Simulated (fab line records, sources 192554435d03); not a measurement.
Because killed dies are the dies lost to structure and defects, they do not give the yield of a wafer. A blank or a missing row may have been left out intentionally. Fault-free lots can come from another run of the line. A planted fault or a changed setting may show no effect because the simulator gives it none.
One fault through the eyes of 2 desks	flow n5_finfet	each desk holds nothing but its own numbers, with what lay behind them at the end

METROLOGY DESK
What the gauges read, lot by lot, whatever tool the lot ran on: means of the sampled wafers that have a number. Any lot whose mean is over 4 standard deviations away from the usual mean is out of limits and marked OUT; that distance is given in the brackets.
Columns: A = cd_nm at N5_PASSIVATION_CD_MEAS_30, usual 4000.9 nm; B = PAD_OVL at N5_PASSIVATION_OVL_MEAS_63, usual 5 nm; C = cd_nm at N5_PASSIVATION_CD_MEAS_44, usual 40001 nm
lot	first seen here	A	B	C
L982	day 11 22:20	4001.1	-1	40004
L983	day 12 18:57	3999.5	11	40000
L984	day 12 23:46	3999.0	-2	39999
L985	day 13 00:05	3999.8	0	40002
L986	day 13 07:46	3999.9	5	40002
L987	day 13 22:11	4002.5	11	40003
L988	day 14 00:01	4002.2	-2	39997
L989	day 14 09:45	4001.4	-3	40002
L991	day 14 14:15	4000.4	-2	39998
L990	day 14 14:46	3999.8	5	40006
L992	day 14 14:59	4003.3	15	40005
L993	day 14 22:02	4003.1	8	40001
L996	day 16 04:29	4001.3	8	39999
Result from this desk: across the 13 lots, nothing is out of limits.

TOOL OWNER'S DESK, pvd_sputter-01
The tool's own readings at N5_BEOL_M4_SPUTTER_92 (material Cu, target thk 4.5 nm, time 8.29 s): means of the sampled wafers that have a number, for each lot that ran on this tool. Any lot whose mean is over 4 standard deviations away from the usual mean is out of limits and marked OUT; that distance is given in the brackets.
Columns: A = throttle_valve_pct at N5_BEOL_M4_SPUTTER_92, usual 29.9 %
lot	first seen here	A
L982	day 7 22:10	29.9
L985	day 8 17:55	30.2
L990	day 10 02:53	30.3
L991	day 10 04:51	30.5
L993	day 11 02:31	30.7
L996	day 11 19:58	30.4
Result from this desk: across the 6 lots, nothing is out of limits.

PUT TOGETHER
From the metrology desk's view, nothing was out of limits.
The tool owner's desk saw nothing out of limits.

WHAT THE SIMULATOR PUT IN
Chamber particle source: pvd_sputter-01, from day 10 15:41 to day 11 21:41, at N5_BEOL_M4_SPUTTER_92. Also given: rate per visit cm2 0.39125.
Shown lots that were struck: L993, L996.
